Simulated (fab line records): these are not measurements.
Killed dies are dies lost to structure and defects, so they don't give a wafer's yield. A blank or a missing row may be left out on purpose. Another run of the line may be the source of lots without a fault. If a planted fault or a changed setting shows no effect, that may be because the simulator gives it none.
One fault through the eyes of 3 desks ; flow n5Finfet ; every desk sees just its own numbers, and what lay behind them comes last

== THE DEFECT DESK ==
Per lot, the means of the sampled wafers with a number show what the inspections along the route counted. If a lot's mean is further than 4 standard deviations from the usual mean, the lot is out of limits and carries the mark OUT (the distance appears in the brackets).
Columns: A = rawDefectCount at N5_DUMMY_GATE_INSPECT_17, usual 191
lot;first seen here;A
L837;day 3 04:28;210
L838;day 3 10:26;228
L839;day 3 18:16;179
L844;day 5 00:44;211
L846;day 5 13:40;174
L850;day 6 11:32;164
L851;day 6 17:25;190
L854;day 7 10:00;159
L855;day 7 15:05;191
L857;day 8 04:50;208
This desk's finding: nothing out of limits on any of the 10 lots.

== AT THE TOOL OWNER'S DESK: aldSin-01 ==
The tool's own readings at N5_SPACER0_ALD_00 (deposits SiOCN, target thk 3.5 nm, pulse time 3 s, purge time 2 s): means of the sampled wafers that have a number, for each lot that ran on this tool. If a lot's mean is further than 4 standard deviations from the usual mean, the lot is out of limits and carries the mark OUT (the distance appears in the brackets).
Columns: A = heaterPowerW at N5_SPACER0_ALD_00, usual 856 W; B = precursorPulseHeightRel at N5_SPACER0_ALD_00, usual 1.001
lot;first seen here;A;B
L838;day 3 11:52;816;1.005
L844;day 5 02:45;770;1.004
L850;day 6 12:58;828;0.986
L851;day 6 18:48;819;0.998
This desk's finding: nothing out of limits on any of the 4 lots.

== AT THE METROLOGY DESK ==
Lot by lot, what the gauges showed, no matter which tool ran the lot: averages of those sampled wafers that carry a number. If a lot's mean is further than 4 standard deviations from the usual mean, the lot is out of limits and carries the mark OUT (the distance appears in the brackets). Shown here are 7 of its 12 readings, the ones lying furthest out on some lot.
Columns: A = cdNm at N5_SD_EPI_N_CD_MEAS_09, usual 120.2 nm; B = DIBL_N at N5_BEOL_M4_RC_MEAS_101, usual 35.9 mV/V; C = IOFF_N at N5_BEOL_M4_RC_MEAS_101, usual 0.152 nA/um; D = ION_N at N5_BEOL_M4_RC_MEAS_101, usual 673 uA/um; E = ION_P at N5_BEOL_M4_RC_MEAS_101, usual 462 uA/um; F = REXT_N at N5_BEOL_M4_RC_MEAS_101, usual 74.9 ohm.um; G = VT_N at N5_BEOL_M4_RC_MEAS_101, usual 250.3 mV
lot;first seen here;A;B;C;D;E;F;G
L837;day 3 06:40;121.0;35.4;0.166;679;460;73.8;248.2
L838;day 3 12:33;119.7;33.7;0.138;667;463;75.0;250.6
L839;day 3 20:35;120.0;35.9;0.160;679;458;77.7;250.0
L844;day 5 03:34;120.0;36.8;0.173;686;468;74.0;246.4
L846;day 5 15:58;120.1;37.6;0.204;683;461;72.5;244.3
L850;day 6 13:48;119.4;34.6;0.163;690;478;72.8;248.2
L851;day 6 19:37;120.1;38.5;0.156;685;462;70.3;249.4
L854;day 7 12:04;120.1;34.7;0.148;676;468;77.2;251.6
L855;day 7 17:23;120.2;36.2;0.169;682;469;75.1;246.8
L857;day 8 07:02;120.3;35.1;0.133;670;455;73.2;253.8
This desk's finding: nothing out of limits on any of the 10 lots.

== ALL TOGETHER ==
No out-of-limits result turned up at the defect desk.
The tool owner's desk saw nothing out of limits.
From the metrology desk's view, nothing was out of limits.

== WHAT HAD BEEN PUT IN BY THE SIMULATOR ==
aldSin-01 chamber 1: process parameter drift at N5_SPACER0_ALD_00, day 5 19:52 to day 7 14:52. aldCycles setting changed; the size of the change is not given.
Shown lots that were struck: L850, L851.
